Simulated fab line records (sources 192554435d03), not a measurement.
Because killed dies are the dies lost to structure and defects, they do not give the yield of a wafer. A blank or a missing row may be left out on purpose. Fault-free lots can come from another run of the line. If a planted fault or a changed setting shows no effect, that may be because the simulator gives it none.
What tool caused it? || flow n5-finfet || 12 lots, 36 wafers sampled, at 6 steps of a route of 1938

WHAT EACH GAUGE READ, for each wafer
N5_BEOL_M6_RS_MEAS_57: the measuring method here is four-point-probe.
{"lot": "L075", "measured": "day 8 23:59", "on": "film-metro-02", "M6_RS (ohm/sq)": "0.281 0.281 0.285"}
{"lot": "L077", "measured": "day 9 11:55", "on": "film-metro-02", "M6_RS (ohm/sq)": "0.284 0.281 0.285"}
{"lot": "L080", "measured": "day 10 05:55", "on": "film-metro-01", "M6_RS (ohm/sq)": "0.283 0.282 0.281"}
{"lot": "L081", "measured": "day 10 15:17", "on": "film-metro-02", "M6_RS (ohm/sq)": "0.278 0.286 0.288"}
{"lot": "L084", "measured": "day 11 01:29", "on": "film-metro-01", "M6_RS (ohm/sq)": "0.280 0.279 0.279"}
{"lot": "L085", "measured": "day 11 11:25", "on": "film-metro-02", "M6_RS (ohm/sq)": "0.276 0.287 0.291"}
{"lot": "L087", "measured": "day 12 13:20", "on": "film-metro-02", "M6_RS (ohm/sq)": "0.288 0.287 0.286"}
{"lot": "L090", "measured": "day 12 16:41", "on": "film-metro-02", "M6_RS (ohm/sq)": "0.278 0.286 0.275"}
{"lot": "L089", "measured": "day 12 21:20", "on": "film-metro-01", "M6_RS (ohm/sq)": "0.284 0.294 0.280"}
{"lot": "L093", "measured": "day 13 18:34", "on": "film-metro-01", "M6_RS (ohm/sq)": "0.272 0.277 0.276"}
{"lot": "L096", "measured": "day 14 13:47", "on": "film-metro-02", "M6_RS (ohm/sq)": "0.291 0.280 0.279"}
{"lot": "L097", "measured": "day 15 02:51", "on": "film-metro-01", "M6_RS (ohm/sq)": "0.289 0.291 0.286"}

TOOL THAT RAN EACH LOT (tool first, then ch and the chambers of the sampled wafers, then the start)
{"lot": "L075", "N5_BEOL_M5_DESCUM_33": "rie-diel-02 ch 0,2,3, day 8 06:35", "N5_BEOL_M5_ETCH_75": "rie-diel-02 ch 0,2,3, day 8 06:37", "N5_BEOL_M5_VIA_ETCH_34": "rie-diel-02 ch 0,2,3, day 8 06:46", "N5_BEOL_M6_ILD_DEP_00": "pecvd-01 ch 0,1,2, day 8 15:34", "N5_BEOL_M6_DEGAS_44": "pvd-sputter-02, day 8 20:50"}
{"lot": "L077", "N5_BEOL_M5_DESCUM_33": "rie-diel-01 ch 0,1,2, day 8 22:19", "N5_BEOL_M5_ETCH_75": "rie-diel-01 ch 0,1,2, day 8 22:22", "N5_BEOL_M5_VIA_ETCH_34": "rie-diel-01 ch 0,1,2, day 8 22:30", "N5_BEOL_M6_ILD_DEP_00": "pecvd-04 ch 0,1,2, day 9 05:34", "N5_BEOL_M6_DEGAS_44": "pvd-sputter-01, day 9 09:52"}
{"lot": "L080", "N5_BEOL_M5_DESCUM_33": "rie-diel-02 ch 0,1,3, day 9 13:41", "N5_BEOL_M5_ETCH_75": "rie-diel-02 ch 0,1,3, day 9 13:43", "N5_BEOL_M5_VIA_ETCH_34": "rie-diel-02 ch 0,1,3, day 9 13:52", "N5_BEOL_M6_ILD_DEP_00": "pecvd-01 ch 1,2, day 9 22:00", "N5_BEOL_M6_DEGAS_44": "pvd-sputter-02, day 10 03:04"}
{"lot": "L081", "N5_BEOL_M5_DESCUM_33": "rie-diel-02 ch 1,2, day 9 22:25", "N5_BEOL_M5_ETCH_75": "rie-diel-02 ch 1,2, day 9 22:27", "N5_BEOL_M5_VIA_ETCH_34": "rie-diel-02 ch 1,2, day 9 22:36", "N5_BEOL_M6_ILD_DEP_00": "pecvd-01 ch 0,2, day 10 07:15", "N5_BEOL_M6_DEGAS_44": "pvd-sputter-01, day 10 13:13"}
{"lot": "L084", "N5_BEOL_M5_DESCUM_33": "rie-diel-02 ch 0,3, day 10 08:20", "N5_BEOL_M5_ETCH_75": "rie-diel-02 ch 0,3, day 10 08:22", "N5_BEOL_M5_VIA_ETCH_34": "rie-diel-02 ch 0,3, day 10 08:31", "N5_BEOL_M6_ILD_DEP_00": "pecvd-02 ch 1,2, day 10 17:46", "N5_BEOL_M6_DEGAS_44": "pvd-sputter-02, day 10 22:36"}
{"lot": "L085", "N5_BEOL_M5_DESCUM_33": "rie-diel-01 ch 0,2, day 10 19:18", "N5_BEOL_M5_ETCH_75": "rie-diel-01 ch 0,2, day 10 19:20", "N5_BEOL_M5_VIA_ETCH_34": "rie-diel-01 ch 0,2, day 10 19:29", "N5_BEOL_M6_ILD_DEP_00": "pecvd-01 ch 0,1,2, day 11 03:25", "N5_BEOL_M6_DEGAS_44": "pvd-sputter-03, day 11 09:27"}
{"lot": "L087", "N5_BEOL_M5_DESCUM_33": "rie-diel-02 ch 0,2,3, day 11 20:39", "N5_BEOL_M5_ETCH_75": "rie-diel-02 ch 0,2,3, day 11 20:41", "N5_BEOL_M5_VIA_ETCH_34": "rie-diel-02 ch 0,2,3, day 11 20:50", "N5_BEOL_M6_ILD_DEP_00": "pecvd-02 ch 0,2, day 12 04:46", "N5_BEOL_M6_DEGAS_44": "pvd-sputter-01, day 12 09:10"}
{"lot": "L090", "N5_BEOL_M5_DESCUM_33": "rie-diel-02 ch 1,2, day 12 01:53", "N5_BEOL_M5_ETCH_75": "rie-diel-02 ch 1,2, day 12 01:55", "N5_BEOL_M5_VIA_ETCH_34": "rie-diel-02 ch 1,2, day 12 02:04", "N5_BEOL_M6_ILD_DEP_00": "pecvd-04 ch 0,1,2, day 12 09:31", "N5_BEOL_M6_DEGAS_44": "pvd-sputter-01, day 12 15:07"}
{"lot": "L089", "N5_BEOL_M5_DESCUM_33": "rie-diel-02 ch 1,3, day 12 05:50", "N5_BEOL_M5_ETCH_75": "rie-diel-02 ch 1,3, day 12 05:53", "N5_BEOL_M5_VIA_ETCH_34": "rie-diel-02 ch 1,3, day 12 06:01", "N5_BEOL_M6_ILD_DEP_00": "pecvd-01 ch 1,2, day 12 13:29", "N5_BEOL_M6_DEGAS_44": "pvd-sputter-01, day 12 19:11"}
{"lot": "L093", "N5_BEOL_M5_DESCUM_33": "rie-diel-05 ch 0,2, day 12 23:54", "N5_BEOL_M5_ETCH_75": "rie-diel-05 ch 0,2, day 12 23:56", "N5_BEOL_M5_VIA_ETCH_34": "rie-diel-05 ch 0,2, day 13 00:05", "N5_BEOL_M6_ILD_DEP_00": "pecvd-02 ch 1,2, day 13 08:38", "N5_BEOL_M6_DEGAS_44": "pvd-sputter-03, day 13 17:00"}
{"lot": "L096", "N5_BEOL_M5_DESCUM_33": "rie-diel-05 ch 0,2,3, day 13 16:21", "N5_BEOL_M5_ETCH_75": "rie-diel-05 ch 0,2,3, day 13 16:23", "N5_BEOL_M5_VIA_ETCH_34": "rie-diel-05 ch 0,2,3, day 13 16:32", "N5_BEOL_M6_ILD_DEP_00": "pecvd-02 ch 1,2, day 14 00:10", "N5_BEOL_M6_DEGAS_44": "pvd-sputter-01, day 14 11:13"}
{"lot": "L097", "N5_BEOL_M5_DESCUM_33": "rie-diel-02 ch 1,2,3, day 14 00:40", "N5_BEOL_M5_ETCH_75": "rie-diel-02 ch 1,2,3, day 14 00:42", "N5_BEOL_M5_VIA_ETCH_34": "rie-diel-02 ch 1,2,3, day 14 00:51", "N5_BEOL_M6_ILD_DEP_00": "pecvd-02 ch 0,1, day 14 20:13", "N5_BEOL_M6_DEGAS_44": "pvd-sputter-01, day 15 01:06"}
- N5_BEOL_M5_DESCUM_33: chemistry O2, time 7 s.
- N5_BEOL_M5_ETCH_75: etches underlayer in N2/H2, target depth 6.5 nm, time 5.2 s.
- N5_BEOL_M5_VIA_ETCH_34: etches SiCOH lowk in C4F6/O2, target depth 88.3 nm, time 39.2 s.
- N5_BEOL_M6_ILD_DEP_00: deposits SiCOH lowk from DEMS/porogen, target thk 179.75 nm, time 33.4 s.
- N5_BEOL_M6_DEGAS_44: time 60 s.

THE ANSWER, worked out from the rows above alone
Rule: usual is defined by the lots themselves. Put in order of their means at a reading, lots are off if they are a third of the lots or fewer, leave a main group of 4 or more, and stand apart from it by a gap of 3 or more times the standard deviation of the main group's means; of several such gaps the widest counts. The tables above print the reading to a certain number of digits; a main group whose means all agree to those digits is not used. A lot without any number at a reading at which 4 lots or more have one is off too. All remaining lots with rows at the step are treated as sound.
No lot is off on any of the readings shown, so nothing can be concluded from this.

WHAT THE SIMULATOR HAD PUT IN
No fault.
